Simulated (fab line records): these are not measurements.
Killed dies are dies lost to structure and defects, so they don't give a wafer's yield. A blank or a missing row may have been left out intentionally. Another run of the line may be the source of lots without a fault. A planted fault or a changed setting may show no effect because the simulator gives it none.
Matching of chambers	flow n5_finfet	N5_BEOL_M0_STRIP_142 on rie_diel-05: 4 sister chambers
The step strips in N2/H2, time 10 s. 16 wafers are shown with their chamber, then 8 later ones without.

== EACH WAFER AND ITS CHAMBER ==
wafer	chamber	showerhead_plenum_p_Torr (Torr)	drypump_motor_current_A (A)	throttle_valve_pct (%)
L079.2	0	2.40	6.1	23.53
L079.3	1	2.49	5.5	23.63
L079.6	0	2.40	6.1	23.56
L082.1	0	2.40	6.1	23.53
L082.2	3	2.41	6.1	23.41
L082.5	3	2.41	6.1	23.41
L084.4	0	2.40	6.1	23.55
L084.5	2	2.64	6.1	23.72
L084.6	3	2.40	6.1	23.40
L085.2	2	2.63	6.2	23.73
L085.4	2	2.63	6.2	23.75
L085.5	3	2.40	6.1	23.41
L089.1	3	2.40	6.1	23.42
L089.5	1	2.48	5.5	23.65
L089.6	2	2.63	6.1	23.76
L088.1	3	2.40	6.1	23.40

SIGNATURES (means of the wafers above)
reading	chamber 0	chamber 1	chamber 2	chamber 3	scatter within a chamber
showerhead_plenum_p_Torr	2.4000	2.4850	2.6325	2.4033	0.00464
drypump_motor_current_A	6.100	5.500	6.150	6.100	0.0289
throttle_valve_pct	23.5425	23.6400	23.7400	23.4083	0.0134
Rule: a wafer's distance from a chamber is the root of the sum, over the readings, of the square of ((its reading less the chamber's mean) divided by the reading's scatter). The wafer belongs to the nearest chamber; if the next one is less than 2 further off, it can't be placed. How the scatter is found: for the shown wafers, subtract from each reading the mean of its chamber, square and add these, divide the total by (wafers less chambers), then take the root.

== WAFERS WITHOUT THEIR CHAMBER ==
wafer	showerhead_plenum_p_Torr (Torr)	drypump_motor_current_A (A)	throttle_valve_pct (%)
L088.3	2.48	5.5	23.64
L088.5	2.48	5.5	23.65
L095.2	2.62	6.1	23.79
L095.3	2.70	6.1	23.26
L095.6	2.71	6.1	23.27
L097.1	2.39	6.1	23.45
L097.3	2.62	6.1	23.79
L097.6	2.62	6.1	23.81

== THE CHAMBER EACH PASSED THROUGH ==
wafer	from the rows above	in truth
L088.3	1	1
L088.5	1	1
L095.2	2	2
L095.3	2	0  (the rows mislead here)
L095.6	2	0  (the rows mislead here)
L097.1	3	3
L097.3	2	2
L097.6	2	2
Placed correctly: 6 of 8. Not placeable from these rows: 0. Wrongly placed: 2.
